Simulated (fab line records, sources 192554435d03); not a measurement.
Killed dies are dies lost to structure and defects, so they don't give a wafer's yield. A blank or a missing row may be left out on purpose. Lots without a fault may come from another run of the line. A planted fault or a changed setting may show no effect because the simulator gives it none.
Chamber matching | flow n5_finfet | N5_BEOL_M0_SAQP_DESCUM_19 on rie_diel-02: 4 sister chambers
The step chemistry O2, time 7.9 s. 4 wafers are shown with their chamber, then 8 later ones without.

WAFERS WITH THEIR CHAMBER
wafer  | chamber | drypump_motor_current_A (A)
L083.6 | 1       | 6.4
L089.5 | 0       | 5.7
L089.6 | 3       | 4.9
L092.2 | 2       | 5.9

WAFERS WITHOUT THEIR CHAMBER
wafer  | drypump_motor_current_A (A)
L092.3 | 5.7
L092.6 | 4.9
L093.2 | 5.7
L093.3 | 6.3
L093.5 | 5.7
L096.1 | 4.9
L096.2 | 6.3
L096.5 | 6.4

WHICH CHAMBER EACH WENT THROUGH
wafer  | from the rows above | in truth
L092.3 | 0                   | 0
L092.6 | 3                   | 3
L093.2 | 0                   | 0
L093.3 | 1                   | 1
L093.5 | 0                   | 0
L096.1 | 3                   | 3
L096.2 | 1                   | 1
L096.5 | 1                   | 1
Placed correctly: 8 of 8. Can't be placed from these rows: 0. Placed wrongly: 0.
How it was worked out, from the rows above alone: a wafer's distance from a chamber is the root of the sum, over the readings, of the square of ((its reading less the chamber's mean) divided by the reading's scatter). The wafer belongs to the nearest chamber; if the next one is less than 2 further off, it can't be placed. A chamber's mean is the mean of its shown wafers. The scatter: with one shown wafer a chamber, the root of the mean of the squares of how far each hidden wafer lies from its nearest shown one.
